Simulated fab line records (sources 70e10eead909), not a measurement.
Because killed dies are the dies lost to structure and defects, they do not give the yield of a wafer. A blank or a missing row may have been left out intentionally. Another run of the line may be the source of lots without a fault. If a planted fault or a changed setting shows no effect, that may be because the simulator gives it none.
Which tool is to blame? / flow nand harc / 14 lots with 40 wafers sampled at 4 steps, on a route of 1302 steps

== WHAT THE GAUGES SHOWED, per wafer ==
Not one reading of a measure or inspect step in the record can be checked against a usual standard deviation.

== WHAT TOOL EACH LOT RAN ON (gives the tool, then ch and the chambers of the sampled wafers, and finally the start) ==
lot=L483; NHARC_A_STAIRCASE_TRIM_16=rie diel-08 ch 0,1,3, day 15 22:59 or earlier; NHARC_A_STAIRCASE_TRIM_20=rie diel-12 ch 2,3, day 15 22:59; NHARC_A_STAIRCASE_ETCH_25=rie diel-12 ch 0,1,3, day 15 23:39; NHARC_A_STAIRCASE_TRIM_26=rie diel-12 ch 0,1,3, no start
lot=L482; NHARC_A_STAIRCASE_TRIM_16=rie diel-12 ch 1,2,3, day 16 01:31 or earlier; NHARC_A_STAIRCASE_TRIM_20=rie diel-03 ch 0,2, day 16 01:31; NHARC_A_STAIRCASE_ETCH_25=rie diel-03 ch 0,2, day 16 02:29; NHARC_A_STAIRCASE_TRIM_26=rie diel-03 ch 0,3, no start
lot=L484; NHARC_A_STAIRCASE_TRIM_16=rie diel-03 ch 1,2,3, day 16 20:07 or earlier; NHARC_A_STAIRCASE_TRIM_20=rie diel-12 ch 0,1, day 16 20:07; NHARC_A_STAIRCASE_ETCH_25=rie diel-12 ch 0,1, day 16 21:22; NHARC_A_STAIRCASE_TRIM_26=rie diel-12 ch 0,1, no start
lot=L487; NHARC_A_STAIRCASE_TRIM_16=rie diel-08 ch 1,3, day 17 17:22 or earlier; NHARC_A_STAIRCASE_TRIM_20=rie diel-08 ch 2,3, day 17 17:22; NHARC_A_STAIRCASE_ETCH_25=rie diel-08 ch 0,1, day 17 18:01; NHARC_A_STAIRCASE_TRIM_26=rie diel-08 ch 1,2, no start
lot=L488; NHARC_A_STAIRCASE_TRIM_16=rie diel-03 ch 1,2,3, day 18 15:10 or earlier; NHARC_A_STAIRCASE_TRIM_20=rie diel-08 ch 0,1,3, day 18 15:10; NHARC_A_STAIRCASE_ETCH_25=rie diel-08 ch 0,2,3, day 18 15:47; NHARC_A_STAIRCASE_TRIM_26=rie diel-08 ch 1,3, no start
lot=L489; NHARC_A_STAIRCASE_TRIM_16=rie diel-12 ch 0,2, day 19 00:49 or earlier; NHARC_A_STAIRCASE_TRIM_20=rie diel-12 ch 2,3, day 19 00:49; NHARC_A_STAIRCASE_ETCH_25=rie diel-12 ch 1,3, day 19 01:28; NHARC_A_STAIRCASE_TRIM_26=rie diel-12 ch 0,1,2, no start
lot=L492; NHARC_A_STAIRCASE_TRIM_16=rie diel-08 ch 2,3, day 20 10:21 or earlier; NHARC_A_STAIRCASE_TRIM_20=rie diel-12 ch 1, day 20 10:21; NHARC_A_STAIRCASE_ETCH_25=rie diel-12 ch 0,1, day 20 11:01; NHARC_A_STAIRCASE_TRIM_26=rie diel-12 ch 0, no start
lot=L491; NHARC_A_STAIRCASE_TRIM_16=rie diel-08 ch 1,3, day 20 13:10 or earlier; NHARC_A_STAIRCASE_TRIM_20=rie diel-08 ch 0,1,3, day 20 13:10; NHARC_A_STAIRCASE_ETCH_25=rie diel-08 ch 0,2,3, day 20 13:49; NHARC_A_STAIRCASE_TRIM_26=rie diel-08 ch 0,1,2, no start
lot=L493; NHARC_A_STAIRCASE_TRIM_16=rie diel-03 ch 0,3, day 20 20:08 or earlier; NHARC_A_STAIRCASE_TRIM_20=rie diel-03 ch 0,3, day 20 20:08; NHARC_A_STAIRCASE_ETCH_25=rie diel-03 ch 1,2,3, day 20 20:48; NHARC_A_STAIRCASE_TRIM_26=rie diel-03 ch 0,2,3, no start
lot=L495; NHARC_A_STAIRCASE_TRIM_16=rie diel-03 ch 1,3, day 20 20:29 or earlier; NHARC_A_STAIRCASE_TRIM_20=rie diel-12 ch 2,3, day 20 20:29; NHARC_A_STAIRCASE_ETCH_25=rie diel-12 ch 2,3, day 20 21:08; NHARC_A_STAIRCASE_TRIM_26=rie diel-12 ch 0,1, no start
lot=L498; NHARC_A_STAIRCASE_TRIM_16=rie diel-08 ch 2,3, day 22 13:41 or earlier; NHARC_A_STAIRCASE_TRIM_20=rie diel-08 ch 0,2,3, day 22 13:41; NHARC_A_STAIRCASE_ETCH_25=rie diel-08 ch 0,1,3, day 22 14:19; NHARC_A_STAIRCASE_TRIM_26=rie diel-08 ch 0,2,3, no start
lot=L501; NHARC_A_STAIRCASE_TRIM_16=rie diel-03 ch 0,2,3, day 23 20:39 or earlier; NHARC_A_STAIRCASE_TRIM_20=rie diel-08 ch 0,1,3, day 23 20:39; NHARC_A_STAIRCASE_ETCH_25=rie diel-08 ch 0,1,3, day 23 21:41; NHARC_A_STAIRCASE_TRIM_26=rie diel-12 ch 0,2,3, day 23 21:46
lot=L502; NHARC_A_STAIRCASE_TRIM_16=rie diel-03 ch 0,1,3, day 23 21:05 or earlier; NHARC_A_STAIRCASE_TRIM_20=rie diel-12 ch 0,3, day 23 21:05; NHARC_A_STAIRCASE_ETCH_25=rie diel-12 ch 0,3, day 23 21:43; NHARC_A_STAIRCASE_TRIM_26=rie diel-12 ch 0,2,3, no start
lot=L505; NHARC_A_STAIRCASE_TRIM_16=rie diel-12 ch 0,1,2, day 25 12:33 or earlier; NHARC_A_STAIRCASE_TRIM_20=rie diel-03 ch 0,1,3, day 25 12:33; NHARC_A_STAIRCASE_ETCH_25=rie diel-03 ch 0,1, day 25 13:13; NHARC_A_STAIRCASE_TRIM_26=rie diel-03 ch 0,1,2, no start
- NHARC_A_STAIRCASE_TRIM_16: chemistry O2, time 211.2 s.
- NHARC_A_STAIRCASE_TRIM_20: chemistry O2, time 211.2 s.
- NHARC_A_STAIRCASE_ETCH_25: etches the open film in C4F8/O2, target depth 100 nm, time 40.5 s.
- NHARC_A_STAIRCASE_TRIM_26: chemistry O2, time 211.2 s.

== AS READ BY THE TOOLS THEMSELVES (means over the sampled wafers that have a number; for cases with no such wafer, the mark the record gives instead) ==
NHARC_A_STAIRCASE_TRIM_16. Usual: drypump motor current A 5.6 A, standard deviation 0.33; oes product au 0.998 a.u., standard deviation 0.0073; rf vpp V 57.6 V, standard deviation 0.98; showerhead plenum p Torr 3.47 Torr, standard deviation 0.14; throttle valve pct 17.035 %, standard deviation 0.0092.
lot=L483; tool=rie diel-08; drypump motor current A (A)=5.7; oes product au (a.u.)=0.996; rf vpp V (V)=57.3; showerhead plenum p Torr (Torr)=3.36; throttle valve pct (%)=17.043; flag=
lot=L482; tool=rie diel-12; drypump motor current A (A)=5.5; oes product au (a.u.)=1.000; rf vpp V (V)=58.5; showerhead plenum p Torr (Torr)=3.52; throttle valve pct (%)=17.034; flag=
lot=L484; tool=rie diel-03; drypump motor current A (A)=5.5; oes product au (a.u.)=0.988; rf vpp V (V)=57.8; showerhead plenum p Torr (Torr)=3.57; throttle valve pct (%)=17.031; flag=
lot=L487; tool=rie diel-08; drypump motor current A (A)=5.9; oes product au (a.u.)=0.998; rf vpp V (V)=57.2; showerhead plenum p Torr (Torr)=3.31; throttle valve pct (%)=17.035; flag=
lot=L488; tool=rie diel-03; drypump motor current A (A)=5.5; oes product au (a.u.)=1.007; rf vpp V (V)=58.3; showerhead plenum p Torr (Torr)=3.56; throttle valve pct (%)=17.037; flag=
lot=L489; tool=rie diel-12; drypump motor current A (A)=5.4; oes product au (a.u.)=1.000; rf vpp V (V)=57.7; showerhead plenum p Torr (Torr)=3.48; throttle valve pct (%)=17.028; flag=
lot=L492; tool=rie diel-08; drypump motor current A (A)=5.8; oes product au (a.u.)=0.988; rf vpp V (V)=57.0; showerhead plenum p Torr (Torr)=3.30; throttle valve pct (%)=17.027; flag=
lot=L491; tool=rie diel-08; drypump motor current A (A)=5.9; oes product au (a.u.)=0.999; rf vpp V (V)=57.0; showerhead plenum p Torr (Torr)=3.30; throttle valve pct (%)=17.031; flag=
lot=L493; tool=rie diel-03; drypump motor current A (A)=5.2; oes product au (a.u.)=1.002; rf vpp V (V)=57.7; showerhead plenum p Torr (Torr)=3.55; throttle valve pct (%)=17.023; flag=
lot=L495; tool=rie diel-03; drypump motor current A (A)=5.4; oes product au (a.u.)=1.002; rf vpp V (V)=58.2; showerhead plenum p Torr (Torr)=3.60; throttle valve pct (%)=17.029; flag=
lot=L498; tool=rie diel-08; drypump motor current A (A)=5.6; oes product au (a.u.)=0.999; rf vpp V (V)=56.6; showerhead plenum p Torr (Torr)=3.30; throttle valve pct (%)=17.034; flag=
lot=L501; tool=rie diel-03; drypump motor current A (A)=5.4; oes product au (a.u.)=0.996; rf vpp V (V)=58.6; showerhead plenum p Torr (Torr)=3.49; throttle valve pct (%)=17.032; flag=
lot=L502; tool=rie diel-03; drypump motor current A (A)=5.3; oes product au (a.u.)=0.997; rf vpp V (V)=58.0; showerhead plenum p Torr (Torr)=3.60; throttle valve pct (%)=17.038; flag=
lot=L505; tool=rie diel-12; drypump motor current A (A)=5.5; oes product au (a.u.)=0.987; rf vpp V (V)=57.4; showerhead plenum p Torr (Torr)=3.49; throttle valve pct (%)=17.030; flag=

NHARC_A_STAIRCASE_TRIM_20. Usual: drypump motor current A 5.6 A, standard deviation 0.33; oes product au 0.998 a.u., standard deviation 0.0076; rf vpp V 57.7 V, standard deviation 0.91; showerhead plenum p Torr 3.49 Torr, standard deviation 0.14; throttle valve pct 17.036 %, standard deviation 0.0087.
lot=L483; tool=rie diel-12; drypump motor current A (A)=5.4; oes product au (a.u.)=1.005; rf vpp V (V)=57.7; showerhead plenum p Torr (Torr)=3.45; throttle valve pct (%)=17.036; flag=
lot=L482; tool=rie diel-03; drypump motor current A (A)=5.2; oes product au (a.u.)=0.998; rf vpp V (V)=57.6; showerhead plenum p Torr (Torr)=3.58; throttle valve pct (%)=17.033; flag=
lot=L484; tool=rie diel-12; drypump motor current A (A)=5.6; oes product au (a.u.)=0.996; rf vpp V (V)=58.0; showerhead plenum p Torr (Torr)=3.59; throttle valve pct (%)=17.032; flag=
lot=L487; tool=rie diel-08; drypump motor current A (A)=5.6; oes product au (a.u.)=0.996; rf vpp V (V)=56.5; showerhead plenum p Torr (Torr)=3.32; throttle valve pct (%)=17.036; flag=
lot=L488; tool=rie diel-08; drypump motor current A (A)=5.8; oes product au (a.u.)=1.004; rf vpp V (V)=57.2; showerhead plenum p Torr (Torr)=3.35; throttle valve pct (%)=17.040; flag=
lot=L489; tool=rie diel-12; drypump motor current A (A)=5.3; oes product au (a.u.)=1.003; rf vpp V (V)=57.2; showerhead plenum p Torr (Torr)=3.45; throttle valve pct (%)=17.039; flag=
lot=L492; tool=rie diel-12; drypump motor current A (A)=5.7; oes product au (a.u.)=1.007; rf vpp V (V)=58.7; showerhead plenum p Torr (Torr)=3.62; throttle valve pct (%)=17.037; flag=
lot=L491; tool=rie diel-08; drypump motor current A (A)=5.7; oes product au (a.u.)=0.996; rf vpp V (V)=57.0; showerhead plenum p Torr (Torr)=3.34; throttle valve pct (%)=17.036; flag=
lot=L493; tool=rie diel-03; drypump motor current A (A)=5.2; oes product au (a.u.)=1.006; rf vpp V (V)=58.5; showerhead plenum p Torr (Torr)=3.55; throttle valve pct (%)=17.035; flag=
lot=L495; tool=rie diel-12; drypump motor current A (A)=5.3; oes product au (a.u.)=0.996; rf vpp V (V)=57.6; showerhead plenum p Torr (Torr)=3.44; throttle valve pct (%)=17.047; flag=
lot=L498; tool=rie diel-08; drypump motor current A (A)=5.7; oes product au (a.u.)=1.007; rf vpp V (V)=57.8; showerhead plenum p Torr (Torr)=3.33; throttle valve pct (%)=17.035; flag=
lot=L501; tool=rie diel-08; drypump motor current A (A)=5.8; oes product au (a.u.)=1.004; rf vpp V (V)=56.9; showerhead plenum p Torr (Torr)=3.32; throttle valve pct (%)=17.031; flag=
lot=L502; tool=rie diel-12; drypump motor current A (A)=5.5; oes product au (a.u.)=0.996; rf vpp V (V)=57.8; showerhead plenum p Torr (Torr)=3.46; throttle valve pct (%)=17.032; flag=
lot=L505; tool=rie diel-03; drypump motor current A (A)=5.3; oes product au (a.u.)=0.995; rf vpp V (V)=57.7; showerhead plenum p Torr (Torr)=3.59; throttle valve pct (%)=17.039; flag=

NHARC_A_STAIRCASE_ETCH_25. Usual: oes product au 0.945 a.u., standard deviation 0.012; rf vpp V 894 V, standard deviation 5.3; run length s 61.8 s, standard deviation 0.52.
lot=L483; tool=rie diel-12; oes product au (a.u.)=0.963; rf vpp V (V)=897; run length s (s)=61.8; flag=
lot=L482; tool=rie diel-03; oes product au (a.u.)=0.942; rf vpp V (V)=897; run length s (s)=62.2; flag=
lot=L484; tool=rie diel-12; oes product au (a.u.)=0.931; rf vpp V (V)=897; run length s (s)=61.6; flag=
lot=L487; tool=rie diel-08; oes product au (a.u.)=0.944; rf vpp V (V)=891; run length s (s)=62.3; flag=
lot=L488; tool=rie diel-08; oes product au (a.u.)=0.947; rf vpp V (V)=890; run length s (s)=61.8; flag=
lot=L489; tool=rie diel-12; oes product au (a.u.)=0.951; rf vpp V (V)=897; run length s (s)=62.4; flag=
lot=L492; tool=rie diel-12; oes product au (a.u.)=0.943; rf vpp V (V)=897; run length s (s)=66.3; flag=OFF
lot=L491; tool=rie diel-08; oes product au (a.u.)=0.942; rf vpp V (V)=889; run length s (s)=62.0; flag=
lot=L493; tool=rie diel-03; oes product au (a.u.)=0.949; rf vpp V (V)=897; run length s (s)=61.9; flag=
lot=L495; tool=rie diel-12; oes product au (a.u.)=0.939; rf vpp V (V)=894; run length s (s)=66.6; flag=OFF
lot=L498; tool=rie diel-08; oes product au (a.u.)=0.945; rf vpp V (V)=889; run length s (s)=61.8; flag=
lot=L501; tool=rie diel-08; oes product au (a.u.)=0.946; rf vpp V (V)=889; run length s (s)=61.7; flag=
lot=L502; tool=rie diel-12; oes product au (a.u.)=0.949; rf vpp V (V)=892; run length s (s)=61.6; flag=
lot=L505; tool=rie diel-03; oes product au (a.u.)=0.949; rf vpp V (V)=903; run length s (s)=61.4; flag=

NHARC_A_STAIRCASE_TRIM_26. Usual: drypump motor current A 5.5 A, standard deviation 0.31; oes product au 0.996 a.u., standard deviation 0.0073; rf vpp V 57.6 V, standard deviation 0.9; showerhead plenum p Torr 3.50 Torr, standard deviation 0.14; throttle valve pct 17.035 %, standard deviation 0.0083.
lot=L483; tool=rie diel-12; drypump motor current A (A)=5.6; oes product au (a.u.)=1.005; rf vpp V (V)=57.3; showerhead plenum p Torr (Torr)=3.53; throttle valve pct (%)=17.037; flag=
lot=L482; tool=rie diel-03; drypump motor current A (A)=5.3; oes product au (a.u.)=0.990; rf vpp V (V)=58.0; showerhead plenum p Torr (Torr)=3.51; throttle valve pct (%)=17.032; flag=
lot=L484; tool=rie diel-12; drypump motor current A (A)=5.6; oes product au (a.u.)=1.004; rf vpp V (V)=58.0; showerhead plenum p Torr (Torr)=3.59; throttle valve pct (%)=17.032; flag=
lot=L487; tool=rie diel-08; drypump motor current A (A)=6.2; oes product au (a.u.)=1.007; rf vpp V (V)=56.9; showerhead plenum p Torr (Torr)=3.29; throttle valve pct (%)=17.027; flag=
lot=L488; tool=rie diel-08; drypump motor current A (A)=5.7; oes product au (a.u.)=1.004; rf vpp V (V)=57.4; showerhead plenum p Torr (Torr)=3.32; throttle valve pct (%)=17.033; flag=
lot=L489; tool=rie diel-12; drypump motor current A (A)=5.5; oes product au (a.u.)=1.000; rf vpp V (V)=58.1; showerhead plenum p Torr (Torr)=3.52; throttle valve pct (%)=17.033; flag=
lot=L492; tool=rie diel-12; drypump motor current A (A)=5.5; oes product au (a.u.)=1.005; rf vpp V (V)=58.0; showerhead plenum p Torr (Torr)=3.49; throttle valve pct (%)=17.038; flag=
lot=L491; tool=rie diel-08; drypump motor current A (A)=6.0; oes product au (a.u.)=0.997; rf vpp V (V)=57.2; showerhead plenum p Torr (Torr)=3.33; throttle valve pct (%)=17.027; flag=
lot=L493; tool=rie diel-03; drypump motor current A (A)=5.3; oes product au (a.u.)=0.992; rf vpp V (V)=57.7; showerhead plenum p Torr (Torr)=3.50; throttle valve pct (%)=17.034; flag=
lot=L495; tool=rie diel-12; drypump motor current A (A)=5.5; oes product au (a.u.)=1.000; rf vpp V (V)=57.2; showerhead plenum p Torr (Torr)=3.54; throttle valve pct (%)=17.034; flag=
lot=L498; tool=rie diel-08; drypump motor current A (A)=5.7; oes product au (a.u.)=0.998; rf vpp V (V)=57.4; showerhead plenum p Torr (Torr)=3.33; throttle valve pct (%)=17.040; flag=
lot=L501; tool=rie diel-12; drypump motor current A (A)=5.4; oes product au (a.u.)=0.994; rf vpp V (V)=57.8; showerhead plenum p Torr (Torr)=3.44; throttle valve pct (%)=17.037; flag=
lot=L502; tool=rie diel-12; drypump motor current A (A)=5.4; oes product au (a.u.)=0.994; rf vpp V (V)=57.7; showerhead plenum p Torr (Torr)=3.44; throttle valve pct (%)=17.037; flag=
lot=L505; tool=rie diel-03; drypump motor current A (A)=5.3; oes product au (a.u.)=1.004; rf vpp V (V)=57.5; showerhead plenum p Torr (Torr)=3.60; throttle valve pct (%)=17.033; flag=

== THE ANSWER, worked out from the rows above alone ==
Rule: a lot counts as off when the mean over its wafers that have a number is more than 3 standard deviations away from the usual mean. A lot without any number at a reading at which 4 lots or more have one is off too. All remaining lots with rows at the step are treated as sound. The gauges are gone through in route order, then the tools' own readings, and for those a lot's mean is taken as printed above. The first step at which some lot is off is used, and at that step the reading that is off furthest; a lot without a number counts as furthest.
Off, at NHARC_A_STAIRCASE_ETCH_25 on run length s: L492, L495.
If a tool, at that step or one of the process steps before it, ran each lot that is off and ran no sound lot following the first of them, it fits. NHARC_A_STAIRCASE_TRIM_16 gives no start for some lots, so the hours and the order of its lots are those of NHARC_A_STAIRCASE_TRIM_20. No candidate that was tried fits.

== WHAT THE SIMULATOR HAD INSERTED ==
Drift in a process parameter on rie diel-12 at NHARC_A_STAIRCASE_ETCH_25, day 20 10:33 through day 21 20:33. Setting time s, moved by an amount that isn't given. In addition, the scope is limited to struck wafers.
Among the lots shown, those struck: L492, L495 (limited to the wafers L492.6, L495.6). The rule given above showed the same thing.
